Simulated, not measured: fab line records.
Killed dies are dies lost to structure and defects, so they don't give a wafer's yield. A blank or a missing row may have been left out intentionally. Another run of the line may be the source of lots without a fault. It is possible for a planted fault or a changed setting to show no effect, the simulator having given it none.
Which tool did it? | flow n5Finfet | 72 wafers from 24 lots sampled at 6 of the route's 1938 steps

== WHAT EACH GAUGE READ, for each wafer ==
N5_BEOL_M0_SAQP_CD_MEAS_40: target cd 30 nm.
lot  | measured     | on       | cdNm (nm)
L074 | day 5 17:29  | cdSem-02 | 30.08 30.25 29.84
L075 | day 6 05:58  | cdSem-01 | 29.93 29.94 29.93
L076 | day 6 07:56  | cdSem-01 | 30.01 29.95 29.76
L077 | day 6 11:48  | cdSem-02 | 30.14 29.95 29.74
L078 | day 6 12:44  | cdSem-02 | 30.24 29.68 30.32
L079 | day 6 23:10  | cdSem-02 | 30.25 29.66 29.96
L080 | day 7 02:41  | cdSem-03 | 29.72 30.04 29.96
L081 | day 7 22:45  | cdSem-03 | 30.09 30.21 30.34
L082 | day 9 19:22  | cdSem-03 | 30.01 30.09 29.83
L083 | day 9 19:35  | cdSem-03 | 29.81 29.45 30.19
L084 | day 9 20:25  | cdSem-03 | 30.01 29.83 30.06
L085 | day 10 14:06 | cdSem-01 | 30.23 30.01 29.91
L086 | day 10 14:21 | cdSem-01 | 30.27 30.39 29.99
L088 | day 10 14:49 | cdSem-01 | 29.73 29.89 30.12
L087 | day 10 15:26 | cdSem-01 | 29.72 29.96 30.20
L089 | day 11 20:59 | cdSem-01 | 29.83 29.84 29.59
L090 | day 11 23:14 | cdSem-01 | 30.22 29.88 29.75
L091 | day 11 23:55 | cdSem-03 | 29.77 29.69 30.04
L092 | day 12 00:05 | cdSem-02 | 30.11 29.88 30.24
L093 | day 12 00:08 | cdSem-01 | 29.71 29.87 29.75
L096 | day 13 03:10 | cdSem-03 | 30.05 30.07 30.04
L095 | day 13 05:54 | cdSem-03 | 29.79 29.87 29.77
L094 | day 13 06:25 | cdSem-03 | 30.16 30.23 30.26
L097 | day 13 07:27 | cdSem-03 | 30.37 29.92 29.86

N5_BEOL_M1_CD_MEAS_28: target cd y 23.3 nm.
lot  | measured     | on       | cdNm (nm)
L074 | day 6 02:55  | cdSem-02 | 24.35 24.31 24.31
L075 | day 6 17:13  | cdSem-03 | 23.70 23.85 23.82
L076 | day 6 18:45  | cdSem-01 | 24.38 24.26 24.26
L077 | day 6 21:01  | cdSem-02 | 23.80 23.90 24.07
L078 | day 6 21:12  | cdSem-03 | 24.01 23.92 23.56
L079 | day 8 00:53  | cdSem-01 | 23.57 23.91 24.03
L080 | day 8 02:15  | cdSem-03 | 23.68 23.54 24.33
L081 | day 8 07:17  | cdSem-01 | 23.70 23.99 23.97
L082 | day 10 02:01 | cdSem-01 | 24.21 23.96 23.90
L083 | day 10 07:04 | cdSem-02 | 23.97 24.42 23.71
L084 | day 10 07:07 | cdSem-03 | 24.15 23.56 23.47
L085 | day 10 21:38 | cdSem-03 | 23.68 23.31 23.87
L086 | day 10 23:48 | cdSem-01 | 24.04 24.08 23.88
L088 | day 11 02:59 | cdSem-02 | 24.27 23.74 23.76
L087 | day 11 00:52 | cdSem-01 | 23.87 24.40 23.54
L089 | day 12 08:05 | cdSem-03 | 23.83 23.77 23.83
L090 | day 12 08:32 | cdSem-02 | 23.84 24.00 24.00
L091 | day 12 10:58 | cdSem-01 | 23.63 23.64 23.57
L092 | day 12 11:59 | cdSem-01 | 23.65 24.02 23.60
L093 | day 12 12:47 | cdSem-03 | 23.89 23.97 23.69
L096 | day 13 21:44 | cdSem-02 | 23.85 23.97 23.92
L095 | day 13 22:00 | cdSem-01 | 24.06 24.18 24.04
L094 | day 13 22:11 | cdSem-01 | 23.91 24.28 24.13
L097 | day 13 22:17 | cdSem-03 | 24.14 24.11 24.54

== WHAT TOOL EACH LOT RAN ON (gives the tool, then ch and the chambers of the sampled wafers, and finally the start) ==
lot  | N5_BEOL_M0_DEGAS_112        | N5_BEOL_M0_SPUTTER_132      | N5_BEOL_M1_ILD_DEP_00           | N5_BEOL_M1_ETCH_63
L074 | pvdSputter-01, day 5 22:05  | pvdSputter-03, day 5 22:55  | pecvd-01 ch 0,2, day 6 00:20    | rieDiel-05 ch 0,3, day 6 02:13
L075 | pvdSputter-02, day 6 12:19  | pvdSputter-01, day 6 12:57  | pecvd-04 ch 0,1,2, day 6 14:28  | rieDiel-03 ch 0,1,3, day 6 16:23
L076 | pvdSputter-02, day 6 13:19  | pvdSputter-03, day 6 15:10  | pecvd-01 ch 0,1, day 6 16:36    | rieDiel-02 ch 0,1,3, day 6 18:04
L077 | pvdSputter-03, day 6 16:04  | pvdSputter-01, day 6 17:08  | pecvd-01 ch 1,2, day 6 18:32    | rieDiel-02 ch 0,2,3, day 6 20:16
L078 | pvdSputter-01, day 6 16:05  | pvdSputter-03, day 6 17:10  | pecvd-02 ch 0,2, day 6 18:56    | rieDiel-03 ch 1,2,3, day 6 20:30
L079 | pvdSputter-03, day 7 05:07  | pvdSputter-02, day 7 06:05  | pecvd-02 ch 0,2, day 7 07:34    | rieDiel-02 ch 1,2,3, day 7 23:37
L080 | pvdSputter-01, day 7 07:53  | pvdSputter-02, day 7 08:33  | pecvd-02 ch 0,2, day 7 09:56    | rieDiel-02 ch 1,2, day 8 00:52
L081 | pvdSputter-01, day 8 02:28  | pvdSputter-01, day 8 03:04  | pecvd-04 ch 0,1,2, day 8 04:25  | rieDiel-03 ch 0,2, day 8 06:33
L082 | pvdSputter-01, day 9 22:35  | pvdSputter-02, day 9 23:12  | pecvd-04 ch 0,1, day 10 00:35   | rieDiel-05 ch 0,3, day 10 01:19
L083 | pvdSputter-03, day 9 22:50  | pvdSputter-01, day 9 23:31  | pecvd-02 ch 0,1, day 10 00:53   | rieDiel-02 ch 0,1, day 10 06:22
L084 | pvdSputter-03, day 10 00:16 | pvdSputter-01, day 10 00:55 | pecvd-02 ch 1,2, day 10 02:16   | rieDiel-05 ch 0,2, day 10 06:23
L085 | pvdSputter-03, day 10 17:01 | pvdSputter-02, day 10 18:44 | pecvd-02 ch 0,1, day 10 20:05   | rieDiel-02 ch 0,2, day 10 20:49
L086 | pvdSputter-02, day 10 19:55 | pvdSputter-01, day 10 20:38 | pecvd-02 ch 0,1, day 10 22:04   | rieDiel-05 ch 2,3, day 10 22:59
L088 | pvdSputter-03, day 10 22:01 | pvdSputter-03, day 10 22:44 | pecvd-04 ch 0,1,2, day 11 00:17 | rieDiel-03 ch 1,2, day 11 01:59
L087 | pvdSputter-02, day 10 20:02 | pvdSputter-03, day 10 21:41 | pecvd-02 ch 0,1, day 10 23:06   | rieDiel-02 ch 0,1,3, day 11 00:02
L089 | pvdSputter-01, day 12 03:27 | pvdSputter-01, day 12 04:20 | pecvd-01 ch 0,1, day 12 05:46   | rieDiel-03 ch 1,3, day 12 07:17
L090 | pvdSputter-01, day 12 03:32 | pvdSputter-01, day 12 04:47 | pecvd-01 ch 0,2, day 12 06:13   | rieDiel-02 ch 1,3, day 12 07:47
L091 | pvdSputter-01, day 12 05:59 | pvdSputter-03, day 12 06:46 | pecvd-01 ch 0,1,2, day 12 08:10 | rieDiel-02 ch 1,3, day 12 10:04
L092 | pvdSputter-03, day 12 07:31 | pvdSputter-03, day 12 08:31 | pecvd-02 ch 0,1, day 12 09:52   | rieDiel-02 ch 0,2,3, day 12 11:17
L093 | pvdSputter-02, day 12 07:44 | pvdSputter-03, day 12 08:57 | pecvd-04 ch 1,2, day 12 10:18   | rieDiel-03 ch 2,3, day 12 12:05
L096 | pvdSputter-01, day 13 15:41 | pvdSputter-02, day 13 16:34 | pecvd-02 ch 0,1,2, day 13 19:28 | rieDiel-02 ch 0,1,3, day 13 20:57
L095 | pvdSputter-03, day 13 15:50 | pvdSputter-03, day 13 16:48 | pecvd-01 ch 0,1,2, day 13 19:40 | rieDiel-02 ch 1,2,3, day 13 21:11
L094 | pvdSputter-03, day 13 15:55 | pvdSputter-01, day 13 16:49 | pecvd-04 ch 0,1,2, day 13 19:44 | rieDiel-03 ch 0,1, day 13 21:17
L097 | pvdSputter-01, day 13 15:55 | pvdSputter-02, day 13 17:01 | pecvd-02 ch 0,1,2, day 13 20:07 | rieDiel-02 ch 0,1,3, day 13 21:29
- N5_BEOL_M0_DEGAS_112: time 60 s.
- N5_BEOL_M0_SPUTTER_132: material Cu, target thk 4 nm, time 7.37 s.
- N5_BEOL_M1_ILD_DEP_00: deposits SiOC from DEMS/O2, target thk 79 nm, time 15.3 s.
- N5_BEOL_M1_ETCH_63: etches SiARC in CF4, target depth 15.6 nm, time 26 s.

== AS READ BY THE TOOLS THEMSELVES (means over the sampled wafers that have a number; for cases with no such wafer, the mark the record gives instead) ==
N5_BEOL_M0_DEGAS_112.
lot  | tool          | heaterPowerW (W)
L074 | pvdSputter-01 | 368
L075 | pvdSputter-02 | 357
L076 | pvdSputter-02 | 353
L077 | pvdSputter-03 | 316
L078 | pvdSputter-01 | 372
L079 | pvdSputter-03 | 315
L080 | pvdSputter-01 | 369
L081 | pvdSputter-01 | 371
L082 | pvdSputter-01 | 371
L083 | pvdSputter-03 | 327
L084 | pvdSputter-03 | 306
L085 | pvdSputter-03 | 321
L086 | pvdSputter-02 | 355
L088 | pvdSputter-03 | 308
L087 | pvdSputter-02 | 360
L089 | pvdSputter-01 | 366
L090 | pvdSputter-01 | 391
L091 | pvdSputter-01 | 365
L092 | pvdSputter-03 | 306
L093 | pvdSputter-02 | 343
L096 | pvdSputter-01 | 353
L095 | pvdSputter-03 | 315
L094 | pvdSputter-03 | 311
L097 | pvdSputter-01 | 342

N5_BEOL_M0_SPUTTER_132.
lot  | tool          | throttleValvePct (%)
L074 | pvdSputter-03 | 30.3
L075 | pvdSputter-01 | 28.9
L076 | pvdSputter-03 | 29.7
L077 | pvdSputter-01 | 30.7
L078 | pvdSputter-03 | 29.7
L079 | pvdSputter-02 | 30.3
L080 | pvdSputter-02 | 29.6
L081 | pvdSputter-01 | 28.6
L082 | pvdSputter-02 | 29.9
L083 | pvdSputter-01 | 29.1
L084 | pvdSputter-01 | 29.8
L085 | pvdSputter-02 | 30.4
L086 | pvdSputter-01 | 30.3
L088 | pvdSputter-03 | 29.8
L087 | pvdSputter-03 | 29.9
L089 | pvdSputter-01 | 30.8
L090 | pvdSputter-01 | 30.4
L091 | pvdSputter-03 | 30.1
L092 | pvdSputter-03 | 29.3
L093 | pvdSputter-03 | 30.2
L096 | pvdSputter-02 | 30.1
L095 | pvdSputter-03 | 29.3
L094 | pvdSputter-01 | 30.3
L097 | pvdSputter-02 | 30.1

N5_BEOL_M1_ILD_DEP_00.
lot  | tool     | heaterPowerW (W) | showerheadPlenumPTorr (Torr) | showerheadVppV (V) | throttleValvePct (%)
L074 | pecvd-01 | 548              | 5.680                        | 1410               | 12.0
L075 | pecvd-04 | 492              | 5.712                        | 1388               | 12.1
L076 | pecvd-01 | 434              | 5.679                        | 1357               | 12.2
L077 | pecvd-01 | 429              | 5.663                        | 1379               | 11.7
L078 | pecvd-02 | 426              | 5.715                        | 1426               | 11.4
L079 | pecvd-02 | 415              | 5.716                        | 1412               | 11.4
L080 | pecvd-02 | 408              | 5.704                        | 1426               | 11.4
L081 | pecvd-04 | 479              | 5.715                        | 1397               | 12.2
L082 | pecvd-04 | 454              | 5.729                        | 1389               | 12.6
L083 | pecvd-02 | 386              | 5.725                        | 1423               | 11.8
L084 | pecvd-02 | 476              | 5.684                        | 1381               | 11.4
L085 | pecvd-02 | 363              | 5.712                        | 1426               | 11.7
L086 | pecvd-02 | 369              | 5.721                        | 1435               | 11.8
L088 | pecvd-04 | 488              | 5.719                        | 1393               | 12.1
L087 | pecvd-02 | 434              | 5.707                        | 1416               | 11.8
L089 | pecvd-01 | 434              | 5.667                        | 1363               | 12.0
L090 | pecvd-01 | 509              | 5.683                        | 1401               | 12.4
L091 | pecvd-01 | 495              | 5.672                        | 1388               | 12.1
L092 | pecvd-02 | 445              | 5.702                        | 1423               | 11.8
L093 | pecvd-04 | 523              | 5.706                        | 1365               | 12.6
L096 | pecvd-02 | 418              | 5.702                        | 1404               | 11.4
L095 | pecvd-01 | 451              | 5.687                        | 1382               | 12.1
L094 | pecvd-04 | 496              | 5.715                        | 1377               | 12.3
L097 | pecvd-02 | 413              | 5.705                        | 1394               | 11.5

N5_BEOL_M1_ETCH_63.
lot  | tool       | drypumpMotorCurrentA (A) | etchRfOnTimeS (s) | oesProductAu (a.u.) | rfVppV (V) | showerheadPlenumPTorr (Torr) | throttleValvePct (%)
L074 | rieDiel-05 | 6.0                      | 26.4              | 0.62                | 184.2      | 2.13                         | 15.62
L075 | rieDiel-03 | 5.7                      | 26.1              | 0.65                | 185.0      | 2.20                         | 15.75
L076 | rieDiel-02 | 5.4                      | 25.8              | 0.63                | 183.7      | 2.10                         | 15.76
L077 | rieDiel-02 | 5.6                      | 25.7              | 0.65                | 183.5      | 2.11                         | 15.69
L078 | rieDiel-03 | 5.7                      | 26.5              | 0.61                | 184.2      | 2.14                         | 15.80
L079 | rieDiel-02 | 5.8                      | 25.8              | 0.67                | 183.4      | 2.07                         | 15.64
L080 | rieDiel-02 | 5.9                      | 25.8              | 0.71                | 184.0      | 2.08                         | 15.64
L081 | rieDiel-03 | 5.7                      | 26.4              | 0.63                | 184.1      | 2.11                         | 15.73
L082 | rieDiel-05 | 6.2                      | 26.3              | 0.63                | 184.0      | 2.13                         | 15.76
L083 | rieDiel-02 | 5.1                      | 25.5              | 0.78                | 183.6      | 2.14                         | 15.58
L084 | rieDiel-05 | 6.1                      | 26.0              | 0.74                | 183.7      | 2.11                         | 15.53
L085 | rieDiel-02 | 5.6                      | 25.4              | 0.77                | 184.0      | 2.12                         | 15.55
L086 | rieDiel-05 | 6.3                      | 25.7              | 0.71                | 183.8      | 2.13                         | 15.79
L088 | rieDiel-03 | 5.7                      | 25.9              | 0.60                | 183.9      | 2.10                         | 15.91
L087 | rieDiel-02 | 5.4                      | 25.6              | 0.70                | 183.4      | 2.10                         | 15.63
L089 | rieDiel-03 | 5.6                      | 26.6              | 0.59                | 185.0      | 2.18                         | 15.84
L090 | rieDiel-02 | 5.8                      | 25.7              | 0.62                | 183.1      | 2.05                         | 15.69
L091 | rieDiel-02 | 5.7                      | 25.7              | 0.63                | 183.4      | 2.04                         | 15.77
L092 | rieDiel-02 | 5.6                      | 25.4              | 0.72                | 184.1      | 2.10                         | 15.58
L093 | rieDiel-03 | 5.6                      | 26.3              | 0.59                | 184.6      | 2.15                         | 15.80
L096 | rieDiel-02 | 5.4                      | 25.6              | 0.67                | 183.4      | 2.09                         | 15.66
L095 | rieDiel-02 | 5.9                      | 25.5              | 0.65                | 183.1      | 2.05                         | 15.72
L094 | rieDiel-03 | 5.8                      | 26.3              | 0.61                | 185.3      | 2.16                         | 15.90
L097 | rieDiel-02 | 5.4                      | 25.9              | 0.67                | 183.4      | 2.09                         | 15.67

== THE ANSWER, worked out from the rows above alone ==
Rule: usual is defined by the lots themselves. The widest of any qualifying gaps counts: lots, ordered by their means at a reading, are off when they make up no more than a third of the lots, leave a main group of 4 or more, and stand apart from it by 3 or more times the standard deviation of that group's means. Not used: any main group whose means are identical at the precision the tables above print for the reading. Also off: a lot with no number at a reading for which 4 or more lots have one. Any other lot the step has rows for is counted as sound. First the gauges in route order, then the tools' own readings, where a lot's mean is used as printed above. The first step at which some lot is off is used, and at that step the reading that is off furthest; a lot without a number counts as furthest.
No lot is off at any reading shown: from this, nothing can be told.

== WHAT THE SIMULATOR PUT IN ==
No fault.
